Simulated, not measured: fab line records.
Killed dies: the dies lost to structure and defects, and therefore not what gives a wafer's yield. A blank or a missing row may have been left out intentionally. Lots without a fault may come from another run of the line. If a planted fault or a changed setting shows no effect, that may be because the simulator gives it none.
Chamber matching / flow nand-harc / NHARC_A_WL_FILL_ETCHBACK_26 on rie-si-03: 4 sister chambers
The step etches the open film in HBr, target depth 52 nm, time 13.3 s. 16 wafers are shown with their chamber, then 8 later ones without.

== WAFERS WITH THEIR CHAMBER ==
wafer=L074.1; chamber=1; drypump-motor-current-A (A)=5.7; oes-product-au (a.u.)=1.001; rf-fwd-power-W (W)=341.3
wafer=L074.3; chamber=2; drypump-motor-current-A (A)=5.9; oes-product-au (a.u.)=0.989; rf-fwd-power-W (W)=342.4
wafer=L074.6; chamber=2; drypump-motor-current-A (A)=5.9; oes-product-au (a.u.)=0.979; rf-fwd-power-W (W)=343.7
wafer=L079.2; chamber=2; drypump-motor-current-A (A)=5.9; oes-product-au (a.u.)=0.986; rf-fwd-power-W (W)=341.0
wafer=L079.3; chamber=3; drypump-motor-current-A (A)=6.3; oes-product-au (a.u.)=1.005; rf-fwd-power-W (W)=339.9
wafer=L079.4; chamber=0; drypump-motor-current-A (A)=6.0; oes-product-au (a.u.)=0.999; rf-fwd-power-W (W)=345.5
wafer=L081.4; chamber=2; drypump-motor-current-A (A)=5.9; oes-product-au (a.u.)=0.988; rf-fwd-power-W (W)=343.2
wafer=L081.5; chamber=3; drypump-motor-current-A (A)=6.3; oes-product-au (a.u.)=1.005; rf-fwd-power-W (W)=341.3
wafer=L081.6; chamber=0; drypump-motor-current-A (A)=6.0; oes-product-au (a.u.)=0.990; rf-fwd-power-W (W)=344.1
wafer=L086.2; chamber=2; drypump-motor-current-A (A)=5.9; oes-product-au (a.u.)=0.991; rf-fwd-power-W (W)=341.7
wafer=L086.3; chamber=0; drypump-motor-current-A (A)=6.0; oes-product-au (a.u.)=0.983; rf-fwd-power-W (W)=341.8
wafer=L086.4; chamber=1; drypump-motor-current-A (A)=5.6; oes-product-au (a.u.)=0.981; rf-fwd-power-W (W)=343.3
wafer=L088.1; chamber=0; drypump-motor-current-A (A)=6.0; oes-product-au (a.u.)=0.995; rf-fwd-power-W (W)=345.4
wafer=L088.2; chamber=1; drypump-motor-current-A (A)=5.7; oes-product-au (a.u.)=0.989; rf-fwd-power-W (W)=343.1
wafer=L088.6; chamber=3; drypump-motor-current-A (A)=6.3; oes-product-au (a.u.)=1.011; rf-fwd-power-W (W)=342.2
wafer=L095.1; chamber=1; drypump-motor-current-A (A)=5.6; oes-product-au (a.u.)=0.989; rf-fwd-power-W (W)=344.3

SIGNATURES (means of the wafers above)
reading=drypump-motor-current-A; chamber 0=6.000; chamber 1=5.650; chamber 2=5.900; chamber 3=6.300; scatter within a chamber=0.0289
reading=oes-product-au; chamber 0=0.99175; chamber 1=0.99000; chamber 2=0.98660; chamber 3=1.00700; scatter within a chamber=0.00616
reading=rf-fwd-power-W; chamber 0=344.200; chamber 1=343.000; chamber 2=342.400; chamber 3=341.133; scatter within a chamber=1.32
Rule: a wafer lies at a distance from a chamber equal to the root of the sum of squares, over the readings, of (its reading less the chamber's mean, divided by the reading's scatter). The wafer belongs to the nearest chamber; if the next one is less than 2 further off, it can't be placed. How the scatter is found: for the shown wafers, subtract from each reading the mean of its chamber, square and add these, divide the total by (wafers less chambers), then take the root.

== WAFERS MISSING THEIR CHAMBER ==
wafer=L095.2; drypump-motor-current-A (A)=6.0; oes-product-au (a.u.)=0.991; rf-fwd-power-W (W)=345.2
wafer=L095.4; drypump-motor-current-A (A)=6.4; oes-product-au (a.u.)=1.008; rf-fwd-power-W (W)=341.3
wafer=L093.4; drypump-motor-current-A (A)=5.9; oes-product-au (a.u.)=0.994; rf-fwd-power-W (W)=344.4
wafer=L093.5; drypump-motor-current-A (A)=5.9; oes-product-au (a.u.)=1.001; rf-fwd-power-W (W)=343.3
wafer=L093.6; drypump-motor-current-A (A)=6.4; oes-product-au (a.u.)=1.003; rf-fwd-power-W (W)=341.7
wafer=L096.3; drypump-motor-current-A (A)=5.9; oes-product-au (a.u.)=0.993; rf-fwd-power-W (W)=343.3
wafer=L096.5; drypump-motor-current-A (A)=6.1; oes-product-au (a.u.)=1.002; rf-fwd-power-W (W)=344.6
wafer=L096.6; drypump-motor-current-A (A)=5.6; oes-product-au (a.u.)=0.990; rf-fwd-power-W (W)=344.3

== CHAMBER TAKEN BY EACH ==
wafer=L095.2; from the rows above=0; in truth=0
wafer=L095.4; from the rows above=3; in truth=3
wafer=L093.4; from the rows above=can't be placed: 2 or 0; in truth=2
wafer=L093.5; from the rows above=can't be placed: 2 or 0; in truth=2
wafer=L093.6; from the rows above=3; in truth=3
wafer=L096.3; from the rows above=2; in truth=2
wafer=L096.5; from the rows above=0; in truth=0
wafer=L096.6; from the rows above=1; in truth=1
Placed correctly: 6 of 8. These rows do not allow placing 2 (true chamber among the candidates in 2). Wrongly placed: 0.
